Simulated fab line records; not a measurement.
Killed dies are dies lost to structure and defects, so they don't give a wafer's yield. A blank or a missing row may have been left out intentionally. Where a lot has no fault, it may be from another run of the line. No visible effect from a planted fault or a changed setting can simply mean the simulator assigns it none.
fab line records	flow n5-finfet
record: lots: 3	wafers: 9	last-day: 15
route steps=1938 shown STI_FIN_REVEAL@206 DUMMY_GATE@212 SPACER0@261 SD_EPI_N@272 SD_EPI_P@329 SD_ACTIVATION@334 BEOL_M4@1111 PASSIVATION@1936
lots untouched by any fault: they come from a run of this same line in which no faults occurred
start-h: start of the lot's first displayed wafer, in hours after the record's first day	wait-h: time in hours since the lot's previous step	" identical to the entry in the row above	L1.1+2: several wafers, shown together as one row	- either no value or no given start	* or withheld: withheld	< > ~ a bound
route shown NAME@n: names a module that has steps shown in the file, with the first one's number in the route	usual: the fault-free wafers' mean and standard deviation	same: alike in all rows	chamber/n: place in a boat	sites: per-site readings	_std_site: standard deviation across them	_edge_site: outer sites' mean less inner sites'	radius-mm: how far each site lies from the wafer's centre	mask NAME#n: copy n	behind: the most recent tool/chamber to have shaped the wafer	hold: why the lot was held/for how many hours/how that ended	device: names the non-switching transistor (n, p or np)	end of line: tests run on the same wafers once the route is complete	for a step that has no rows: nothing shown but its recipe	killed: dies that structure and defects cost at the first sort, which is not the same as the wafer's yield	map: the dies of a wafer, with x for killed, . for not killed, _ for no die there
set.NAME: setting as actually run; set.NAME@STEP: the setting as run at that earlier step	model.NAME: the simulator's own value behind a step, which no gauge read
lots at some steps of the route; a table a step, a row a wafer
== steps ==
step: N5_STI_FIN_REVEAL_SRD_23
recipe: dry: ipa-marangoni	time-s: 30	temp-c: 23	rinse-liquid: diw
step: N5_STI_FIN_REVEAL_PRECLEAN_18
recipe: chemistry: SC2	time-s: 45	temp-c: 35	mix: 1:1:50
step: N5_STI_FIN_REVEAL_SRD_28
recipe: dry: ipa-marangoni	time-s: 30	temp-c: 23	rinse-liquid: diw
step: N5_DUMMY_GATE_PRECLEAN_00
recipe: chemistry: O3/DIW	time-s: 60	temp-c: 22	o3-ppm: 10
step: N5_DUMMY_GATE_SRD_01
recipe: time-s: 30	temp-c: 23	rinse-liquid: diw	dry: ipa-marangoni
step: N5_DUMMY_GATE_ALD_02
recipe: material: SiO2	target-thk-a: 20	temp-c: 300	ald-precursor-family: BDEAS	ald-co-reactant: O2-plasma	pulse-time-s: 1	pressure-torr: 2
step: N5_DUMMY_GATE_CVD_03
recipe: material: a-Si	target-thk-a: 1500	temp-c: 530	precursor: SiH4	time-s: 8042
step: N5_DUMMY_GATE_PRECLEAN_46
recipe: chemistry: DIW	time-s: 89.5	temp-c: 23
step: N5_DUMMY_GATE_SRD_47
recipe: dry-time-s: 32	dry: n2-spin	spin-rpm: 1500
step: N5_DUMMY_GATE_CMP_04
recipe: material: a-Si	post-cmp-clean: alkaline-brush
usual: motor-current-A: 10.2/0.65	time-to-endpoint-s: 13.3/2.3
lot.wafer	tool	chamber	start-h	wait-h	motor-current-A	time-to-endpoint-s
L606.3	cmp-01	0	106.74	0.0	10.5	11.0
L606.2	"	1	"	"	8.8	11.2
L606.5	"	0	"	"	10.2	10.9
L607.4	cmp-01	0	110.32	0.1	10.4	10.3
L607.1	"	2	"	"	9.2	9.7
L607.5	"	0	"	"	10.4	11.3
L609.4	cmp-01	1	124.57	0.1	8.9	14.1
L609.3	"	2	"	"	9.3	11.8
L609.5	"	0	"	"	10.6	11.5
step: N5_DUMMY_GATE_HM_DEP_06
recipe: material: SiNx	target-thk-a: 800	precursor: DCS/NH3	temp-c: 700	pressure-mtorr: 300	time-s: 5141
step: N5_DUMMY_GATE_PECVD_30
recipe: material: SiO2	target-thk-a: 550	temp-c: 400	precursor: TEOS/O2	pressure-torr: 6.5	rf-w: withheld	teos-flow-sccm: withheld	gas: O2	flow-sccm: 2650	time-s: 10.8
step: N5_DUMMY_GATE_COAT_34
recipe: resist: SOC	temp-c: 250	time-s: 60	spin-rpm: 1500	resist-thk-nm: 60
step: N5_DUMMY_GATE_COAT_35
recipe: resist: SiARC	temp-c: 220	time-s: 60	spin-rpm: 1500	resist-thk-nm: 10
step: N5_DUMMY_GATE_COAT_28
recipe: resist: underlayer	temp-c: 205	time-s: 60	spin-rpm: 1500	resist-thk-nm: 10
step: N5_DUMMY_GATE_COAT_09
recipe: resist: CAR-EUV	spin-rpm: 1500	resist-thk-nm: 30
step: N5_DUMMY_GATE_EBR_11
recipe: solvent: PGMEA	ebr-width-mm: 1.5
step: N5_DUMMY_GATE_SOFTBAKE_10
recipe: temp-c: 110	time-s: 60	resist: CAR-EUV
step: N5_DUMMY_GATE_EXPOSE_12
recipe: mask-id: GATE	na: 0.33	source-shape: annular	sigma-inner: 0.2	sigma-outer: 0.6	polarization: unpolarized	target-cd-nm: 25	dose-mj: 34
step: N5_DUMMY_GATE_PEB_13
recipe: peb-temp-c: 100	peb-time-s: 60	resist: CAR-EUV
step: N5_DUMMY_GATE_DEVELOP_14
recipe: develop-time-s: 30	developer: TMAH	resist: CAR-EUV	rinse-liquid: surfactant-rinse	dry: air-spin	dev-temp-c: 23
step: N5_DUMMY_GATE_INSPECT_17
recipe: mode: adi	inspect-instrument: brightfield
usual: raw-defect-count: 206/58
lot.wafer	tool	chamber	start-h	wait-h	raw-defect-count
L606.2	defect-inspect-02	-	111.37	0.0	139
L606.3	"	-	"	"	162
L606.5	"	-	"	"	150
L607.1	defect-inspect-02	-	115.11	0.1	140
L607.4	"	-	"	"	282
L607.5	"	-	"	"	266
L609.3	defect-inspect-02	-	131.25	0.0	247
L609.4	"	-	"	"	312
L609.5	"	-	"	"	832
step: N5_DUMMY_GATE_DESCUM_20
recipe: chemistry: O2	time-s: 6.2	source-power-w: 50	bias-power-w: 20	pressure-mtorr: 20	rf-frequency-hz: 2.712e+07	temp-c: 40	resist: CAR-EUV	o2-flow-sccm: 225
step: N5_DUMMY_GATE_ETCH_29
recipe: chemistry: N2/H2	target: underlayer	target-depth-a: 130	ion-energy-ev: 200	pressure-mtorr: 30	source-w: 840	bias-w: 150	n2-flow-sccm: 200	h2-flow-sccm: 200
step: N5_DUMMY_GATE_ETCH_36
recipe: chemistry: CF4	target: SiARC	target-depth-a: 130	pressure-mtorr: 40	source-w: 545	bias-w: 36	Ar_flow_sccm: 100	cf4-flow-sccm: 100	ion-energy-ev: 80
step: N5_DUMMY_GATE_ETCH_37
recipe: chemistry: N2/H2	target: SOC	target-depth-a: 600	overetch-a: 300	temp-c: 40	ion-energy-ev: 200	pressure-mtorr: 30	source-w: 840	bias-w: 150	n2-flow-sccm: 200	h2-flow-sccm: 200
step: N5_DUMMY_GATE_STRIP_38
recipe: chemistry: N2/H2	temp-c: 40	n2-flow-sccm: 200	h2-flow-sccm: 200	rf-frequency-hz: 6e+07
step: N5_DUMMY_GATE_STRIP_39
recipe: chemistry: N2/H2	temp-c: 40	n2-flow-sccm: 200	h2-flow-sccm: 200	rf-frequency-hz: 6e+07
step: N5_DUMMY_GATE_TRIM_49
recipe: chemistry: O2	resist: SOC	time-s: 29	target-cd-nm: 14	source-power-w: 300	bias-power-w: 0	O2_flow_sccm: 100	temp-c: 20
step: N5_DUMMY_GATE_STRIP_40
recipe: chemistry: CF4	resist: SiARC	power-w: 300	bias-power-w: 75	pressure-mtorr: 50	cf4-flow-sccm: 150	rf-frequency-hz: 6e+07
step: N5_DUMMY_GATE_ETCH_31
recipe: chemistry: C4F6/O2	target: SiO2	mask-material: SOC	target-depth-a: 825	time-s: 27.5	ion-energy-ev: 250	pressure-mtorr: 30	source-w: 345	bias-w: 185	Ar_flow_sccm: 300	C4F6_flow_sccm: 10	O2_flow_sccm: 10
step: N5_DUMMY_GATE_STRIP_41
recipe: chemistry: O2	power-w: 400	temp-c: 40	pressure-mtorr: 30	rf-frequency-hz: 6e+07	bias-power-w: 0	overash-fraction: 0.3	o2-flow-sccm: 225
step: N5_DUMMY_GATE_HM_OPEN_21
recipe: chemistry: CH3F/O2	target: SiNx	target-depth-a: 1200	Ar_flow_sccm: 150	CH3F_flow_sccm: 30	O2_flow_sccm: 23	time-s: 171.4	pressure-mtorr: 30	source-w: 395	bias-w: 73	ion-energy-ev: 120.7
step: N5_DUMMY_GATE_ETCH_32
recipe: chemistry: CF4	target: SiO2	target-depth-a: 35	time-s: 3.9	ion-energy-ev: 350	pressure-mtorr: 10	icp-w: 800	bias-w: 400	cf4-flow-sccm: 80
step: N5_DUMMY_GATE_ETCH_23
recipe: chemistry: HBr/Cl2/O2	HBr_flow_sccm: 150	Cl2_flow_sccm: 80	O2_flow_sccm: 12	bias-w: 102	target-depth-a: 410	time-s: 22.3	target: poly-Si	mask-material: SiO2	pressure-mtorr: 10	icp-w: 800
step: N5_DUMMY_GATE_INSPECT_27
recipe: inspect-instrument: brightfield	mode: aei
usual: raw-defect-count: 311/86
lot.wafer	tool	chamber	start-h	wait-h	raw-defect-count
L606.2	defect-inspect-02	-	112.55	0.0	206
L606.3	"	-	"	"	238
L606.5	"	-	"	"	229
L607.1	defect-inspect-01	-	116.31	0.0	248
L607.4	"	-	"	"	459
L607.5	"	-	"	"	421
L609.3	defect-inspect-02	-	132.44	0.0	377
L609.4	"	-	"	"	437
L609.5	"	-	"	"	1017
step: N5_SPACER0_INSPECT_04
recipe: inspect-instrument: darkfield	mode: post-dep
usual: raw-defect-count: 145/38
lot.wafer	tool	chamber	start-h	wait-h	raw-defect-count
L606.2	defect-inspect-02	-	113.16	0.1	81
L606.3	"	-	"	"	108
L606.5	"	-	"	"	101
L607.1	defect-inspect-01	-	116.91	0.1	102
L607.4	"	-	"	"	175
L607.5	"	-	"	"	151
L609.3	defect-inspect-02	-	133.04	0.1	171
L609.4	"	-	"	"	203
L609.5	"	-	"	"	709
step: N5_SD_EPI_N_INSPECT_11
recipe: mode: adi	inspect-instrument: macro
usual: raw-defect-count: 1.9/1.4
lot.wafer	tool	chamber	start-h	wait-h	raw-defect-count
L606.2	defect-inspect-01	-	113.61	0.0	1
L606.3	"	-	"	"	2
L606.5	"	-	"	"	3
L607.1	defect-inspect-01	-	117.36	0.0	0
L607.4	"	-	"	"	3
L607.5	"	-	"	"	0
L609.3	defect-inspect-02	-	133.37	0.0	2
L609.4	"	-	"	"	1
L609.5	"	-	"	"	>300
step: N5_SD_EPI_N_INSPECT_26
recipe: inspect-instrument: darkfield	mode: post-epi
usual: raw-defect-count: 210/41
lot.wafer	tool	chamber	start-h	wait-h	raw-defect-count
L606.2	defect-inspect-02	-	117.66	0.1	134
L606.3	"	-	"	"	176
L606.5	"	-	"	"	174
L607.1	defect-inspect-02	-	121.36	0.1	190
L607.4	"	-	"	"	266
L607.5	"	-	"	"	198
L609.3	defect-inspect-02	-	137.35	0.1	205
L609.4	"	-	"	"	243
L609.5	"	-	"	"	782
step: N5_SD_EPI_P_INSPECT_26
recipe: inspect-instrument: darkfield	mode: post-epi
usual: raw-defect-count: 186/37
lot.wafer	tool	chamber	start-h	wait-h	raw-defect-count
L606.2	defect-inspect-02	-	121.87	0.0	134
L606.3	"	-	"	"	165
L606.5	"	-	"	"	166
L607.1	defect-inspect-02	-	125.57	0.0	194
L607.4	"	-	"	"	216
L607.5	"	-	"	"	176
L609.3	defect-inspect-01	-	141.58	0.0	176
L609.4	"	-	"	"	231
L609.5	"	-	"	"	726
step: N5_SD_ACTIVATION_INSPECT_02
recipe: inspect-instrument: darkfield	mode: post-anneal
usual: raw-defect-count: 188/37
lot.wafer	tool	chamber	start-h	wait-h	raw-defect-count
L606.2	defect-inspect-01	-	122.64	0.1	144
L606.3	"	-	"	"	177
L606.5	"	-	"	"	181
L607.1	defect-inspect-01	-	126.34	0.2	193
L607.4	"	-	"	"	229
L607.5	"	-	"	"	188
L609.3	defect-inspect-01	-	142.40	0.1	183
L609.4	"	-	"	"	240
L609.5	"	-	"	"	724
step: N5_BEOL_M4_RC_MEAS_101
usual: DIBL_N: 35.8/1.5	DIBL_P: 35.8/1.7	IOFF_N: 0.151/0.022	IOFF_P: 0.204/0.027	ION_N: 673/8.6	ION_P: 462/5.4	SS_N: 71.4/0.54	SS_P: 73.3/0.56	VT_N: 250.5/2.6	VT_P: -251/3.1
lot.wafer	tool	chamber	start-h	wait-h	DIBL_N[mV/V]	DIBL_P[mV/V]	IOFF_N[nA/um]	IOFF_P[nA/um]	ION_N[uA/um]	ION_P[uA/um]	SS_N[mV/dec]	SS_P[mV/dec]	VT_N[mV]	VT_P[mV]
L606.2	prober-02	0	235.40	0.2	37.7	36.1	0.172	0.232	688	468	72.0	73.9	246.9	-248
L606.3	"	0	"	"	36.6	35.4	0.158	0.226	675	468	71.0	73.9	250.1	-249
L606.5	"	0	"	"	37.9	36.0	0.177	0.229	683	467	71.5	73.4	247.4	-248
L607.1	prober-02	0	240.96	0.0	35.0	36.2	0.126	0.157	659	454	71.2	73.0	254.7	-257
L607.4	"	0	"	"	35.5	37.5	0.151	0.175	674	458	72.1	73.8	252.4	-256
L607.5	"	0	"	"	33.6	34.3	0.116	0.140	661	456	71.2	72.9	257.5	-261
L609.3	prober-01	0	259.96	0.3	34.0	35.2	0.128	0.161	663	454	70.6	72.3	252.8	-256
L609.4	"	0	"	"	35.8	37.3	0.150	0.193	676	463	70.7	73.2	250.3	-252
L609.5	"	0	"	"	35.7	37.8	0.153	0.201	676	461	70.9	73.3	248.8	-253
step: N5_PASSIVATION_PROBE_49
usual: defect-limited-yield: 91.3/1.4	killed_at_M0_to_M3: 33/10	killed_at_M4_up: 15/6.1	killed-at-contacts: 12/6.7	killed-at-front-end: 39/11	killed-at-other: 4/3.3	killed-dies: 103/16	killed-on-rim: 14/4	killed-open: 68/12	killed-short: 34/7.2	sort_bin_5_function: 5.1/0.88	sort_bin_6_memory: 3.3/0.67	sort-n-pass: 1077/16	sort-yield-pct: 91.3/1.4
same: gross-dies: 1180	killed-at-back-side: 0	sort_bin_4_leakage[%]: 0	sort_bin_8_speed[%]: 0
lot.wafer	tool	chamber	start-h	wait-h	defect-limited-yield[%]	killed_at_M0_to_M3	killed_at_M4_up	killed-at-contacts	killed-at-front-end	killed-at-other	killed-dies	killed-on-rim	killed-open	killed-short	sort_bin_5_function[%]	sort_bin_6_memory[%]	sort-n-pass	sort-yield-pct[%]
L607.1	prober-02	-	342.68	0.0	92.3	32	11	11	35	2	91	14	63	26	4.5	2.9	1089	92.3
L607.4	prober-02	-	342.83	0.2	91.2	21	15	22	40	6	104	12	73	31	5.1	3.4	1076	91.2
L607.5	prober-02	-	342.88	0.2	90.6	27	20	23	33	8	111	10	83	26	5.1	4.1	1069	90.6
L609.3	prober-01	-	359.75	0.1	91.7	38	12	6	38	4	98	10	57	39	5.1	3.0	1082	91.7
L609.4	prober-01	-	359.80	0.2	90.8	49	7	16	36	1	109	16	69	38	5.4	3.7	1071	90.8
L609.5	prober-01	-	359.85	0.2	64.7	19	9	6	381	2	417	56	50	15	22.1	10.8	763	64.7
killed by level:class
L607.1 FIN_SAQP:geometric-particle:open=9 MOL_CONTACT_COAG:geometric-particle:open=9 BEOL_M3:geometric-particle:open=8 DUMMY_GATE:geometric-particle:open=8 BEOL_M1:geometric-particle:open=6 BEOL_M0_SAQP:geometric-particle:open=5 STI_FIN_REVEAL:geometric-particle:open=4 BEOL_M0_SAQP:geometric-particle:short=4
L607.4 MOL_CONTACT_COAG:geometric-particle:open=18 FIN_SAQP:geometric-particle:open=15 FIN_SAQP:geometric-particle:short=9 BEOL_M0_SAQP:geometric-particle:short=5 BEOL_M4:geometric-particle:open=5 MOL_CONTACT_COAG:geometric-particle:short=4 BEOL_M0_SAQP:geometric-particle:open=4 BEOL_M2:geometric-particle:open=4
L607.5 MOL_CONTACT_COAG:geometric-particle:open=21 BEOL_M0_SAQP:geometric-particle:open=7 BEOL_M4:geometric-particle:open=7 DUMMY_GATE:geometric-particle:open=6 BEOL_M2:geometric-particle:open=6 BEOL_M3:geometric-particle:open=6 FIN_SAQP:geometric-particle:open=5 FIN_SAQP:geometric-particle:short=5
L609.3 BEOL_M0_SAQP:geometric-particle:short=16 BEOL_M0_SAQP:geometric-particle:open=12 FIN_SAQP:geometric-particle:short=11 STI_FIN_REVEAL:geometric-particle:open=10 MOL_CONTACT_COAG:geometric-particle:open=5 BEOL_M3:geometric-particle:open=5 BEOL_M4:geometric-particle:open=5 FIN_SAQP:geometric-particle:open=4
L609.4 BEOL_M0_SAQP:geometric-particle:open=14 MOL_CONTACT_COAG:geometric-particle:open=13 BEOL_M3:geometric-particle:open=10 BEOL_M0_SAQP:geometric-particle:short=10 STI_FIN_REVEAL:geometric-particle:open=9 GATE_CUT:geometric-particle:short=6 BEOL_M3:geometric-particle:short=6 FIN_SAQP:geometric-particle:open=4
L609.5 DUMMY_GATE:unspecified=351 STI_FIN_REVEAL:geometric-particle:open=9 BEOL_M2:geometric-particle:open=6 FIN_SAQP:geometric-particle:short=5 MOL_CONTACT_COAG:geometric-particle:open=5 BEOL_M3:geometric-particle:open=5 STARTING-WAFER:geometric-particle:open=5 FIN_SAQP:geometric-particle:open=4
map L609.5 (x killed, . not)
_________________.....x...x.x________________
______________xx....x........x.x_____________
___________.......xx....xxx.x...x..__________
__________..x......x.....x..x.xxxxx._________
________.x....................xx.....x_______
_______xx..xx....xx.x..xx.....x..x...xx______
______x..x....x.xx..xx..xxx....x..xxx..._____
_____.x.xx.x.xxxx.xx.xx.....x..xxx.......____
____xx.x..x...x.xx.....x..xx.xx...x..xxxx.___
___...............xxxx.xxxx....xx.x..x.....__
___....xx...xx.x.....x..xxx.x..xxxxx.x.x.x.__
__xxx...x.x..x.......x...x.xx.x...x......x.._
__...xx.x....x.x....x......x....x.x....x...._
_.xxx.xx.x...x..xx.x.xx.....xx......xxx..x.x.
_.x.xx.......x.x..x.x.x.........xx....xxx.xxx
_......x..xxx...x..x...x......x.xxxx..x.x....
_x..x...x.x...xx.xx...x....xx..xx.x.x.xx...x.
_..x...x..xx.xx.x..x..x....xx..x..xx...xx....
_..xx..x.x...xxxxxxxx.....xx..x.x..x..xx...xx
_.....x.x..x...x...x.x.....xx...x.x....x..xxx
_.x....x.....xx.x...xx.x.xx.x..x.x.xx....xx.x
__x.x....x..x....x.....x..x.x.xx..x....xxx.x_
__xxx.x....xx.......x...x....x............x._
___...x.x.x.....xx.xxxxx........x..x....x.x__
___.x.x.x..x....x.x...xx..x....x..x.xx.....__
____.x..xx..x......x...xx...........x..x.x___
_____x.xx.xx.x.x....xxx...x......x.xxxx..____
______..xx..x..x.x..x..x......x.....x..x_____
_______.x.....x....xxx.x...xx..xx..x.xx______
________.x......x..xx.x.x.x.x...x...x._______
__________..x..x....xx.x.x.xx.x...xx_________
___________xxx..x....xxx...x.....xx__________
______________....x.x...xx.xx..._____________
_________________.........x.x________________
map L606.2 (x killed, . not)
_________________.....x......________________
______________.........x........_____________
___________..........x...x........x__________
__________........x................._________
________..............x.x.....x......._______
_______..........x....x...x............______
______.................xx...x..........._____
_____.....x.......xx....x................____
____............x.........................___
___..............x......x...x..............__
___.....xx...........xx....................__
__..........x...x............x....x...xx...._
__.........x............x..........x........_
_..x........x.......x........x..........x....
_.........................x........xx........
_..................x.............x.......x..x
_..x.......................................x.
_..................x...x....x................
_.....x...x.x...x............................
_..x......x..........x......x................
_............................................
__x......x..................x........x...x.._
__........................x............x...._
___...................x.........x..........__
___.....x...x......................xx......__
____.....x........x............x..........___
_____.........x.x..x......x.....x..x.....____
______......x..x.........x.....x........_____
_______...........x........x...x..x....______
________............x.........x......._______
__________..x...........x..........._________
___________..x...x.................__________
______________.x..........x...x._____________
_________________..........x.________________
== key ==
first-sign: step: N5_DUMMY_GATE_INSPECT_17	reading: raw-defect-count	direction: up	sigmas: 11	usual: 206	struck: 832
effect: step: N5_DUMMY_GATE_INSPECT_27	reading: raw-defect-count	direction: up	sigmas: 8.2	usual: 311	struck: 1017
effect: step: N5_SPACER0_INSPECT_04	reading: raw-defect-count	direction: up	sigmas: 15	usual: 145	struck: 709
effect: step: N5_SD_EPI_N_INSPECT_11	reading: raw-defect-count	direction: up	sigmas: 99+	usual: 1.9	struck: >300
effect: step: N5_SD_EPI_N_INSPECT_26	reading: raw-defect-count	direction: up	sigmas: 14	usual: 210	struck: 782
effect: step: N5_SD_EPI_P_INSPECT_26	reading: raw-defect-count	direction: up	sigmas: 15	usual: 186	struck: 726
effect: step: N5_SD_ACTIVATION_INSPECT_02	reading: raw-defect-count	direction: up	sigmas: 14	usual: 188	struck: 724
effect: step: N5_PASSIVATION_PROBE_49	reading: killed-at-front-end	direction: up	sigmas: 30	usual: 39	struck: 381
more-kills-born-at: N5_DUMMY_GATE_CMP_04@cmp-01: 351
met-at N5_DUMMY_GATE_CMP_04
struck-wafers L609.5
onset-between 110.32 124.57
fault: kind: chamber-particle-source	tool: cmp-01	chamber: 0	onset-h: 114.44	steps: N5_DUMMY_GATE_CMP_04	rate-per-visit-cm2: 0.6799	end-h: 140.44
